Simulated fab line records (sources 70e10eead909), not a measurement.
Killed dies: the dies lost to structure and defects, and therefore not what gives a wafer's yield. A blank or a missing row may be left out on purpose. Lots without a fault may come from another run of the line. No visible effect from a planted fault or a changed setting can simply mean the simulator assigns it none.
Chamber matching ; flow nandHarc ; NHARC_P_ZERO_WELL_DESCUM_54 on rieDiel-05 has 4 sister chambers
The step chemistry O2, time 3 s. 20 wafers are shown with their chamber, then 10 later ones without.

WAFERS, EACH WITH ITS CHAMBER
wafer;chamber;drypumpMotorCurrentA (A);oesProductAu (a.u.);rfVppV (V)
L075.3;1;6.3;0.986;58.0
L075.4;2;6.3;1.018;57.9
L075.5;0;5.5;0.999;56.3
L076.1;1;6.3;0.979;57.3
L076.3;2;6.3;1.001;59.7
L076.6;2;6.4;1.007;57.1
L080.1;2;6.3;1.003;57.9
L080.4;1;6.3;0.976;57.3
L080.5;3;5.0;1.009;58.9
L081.4;1;6.3;0.990;58.0
L081.5;0;5.6;1.006;57.2
L081.6;2;6.3;1.013;57.1
L082.3;1;6.3;0.975;57.5
L082.5;3;5.0;1.013;59.1
L082.6;2;6.3;1.008;58.7
L089.1;1;6.3;0.972;58.4
L089.2;2;6.3;1.003;58.9
L089.5;2;6.3;1.010;58.0
L093.4;0;5.6;1.013;59.0
L093.5;1;6.3;0.989;57.5

SIGNATURES (averages over the wafers above)
reading;chamber 0;chamber 1;chamber 2;chamber 3;scatter within a chamber
drypumpMotorCurrentA;5.567;6.300;6.312;5.000;0.031
oesProductAu;1.00600;0.98100;1.00787;1.01100;0.00638
rfVppV;57.500;57.714;58.163;59.000;0.81
Rule: a wafer lies at a distance from a chamber equal to the root of the sum of squares, over the readings, of (its reading less the chamber's mean, divided by the reading's scatter). If the next closest chamber is less than 2 further off than the closest, the wafer can't be placed; otherwise it belongs to the closest. How the scatter is found: for the shown wafers, subtract from each reading the mean of its chamber, square and add these, divide the total by (wafers less chambers), then take the root.

WAFERS WITHOUT THEIR CHAMBER
wafer;drypumpMotorCurrentA (A);oesProductAu (a.u.);rfVppV (V)
L093.6;5.6;1.013;57.0
L094.1;6.3;0.991;56.8
L094.4;5.6;0.995;56.8
L094.6;6.3;0.985;57.5
L095.1;5.0;1.000;58.7
L095.2;5.5;1.007;56.2
L095.4;6.3;0.984;58.7
L097.1;6.3;1.010;58.9
L097.2;5.5;1.005;57.0
L097.6;6.3;0.992;58.5

WHICH CHAMBER EACH WENT THROUGH
wafer;from the rows above;in truth
L093.6;0;0
L094.1;can't be placed: 1 or 2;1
L094.4;0;0
L094.6;1;1
L095.1;3;3
L095.2;0;0
L095.4;1;1
L097.1;2;2
L097.2;0;0
L097.6;can't be placed: 1 or 2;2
Correctly placed: 8 of 10. From these rows, 2 cannot be placed; in 2 the true chamber is one of the candidates. Number placed wrongly: 0.
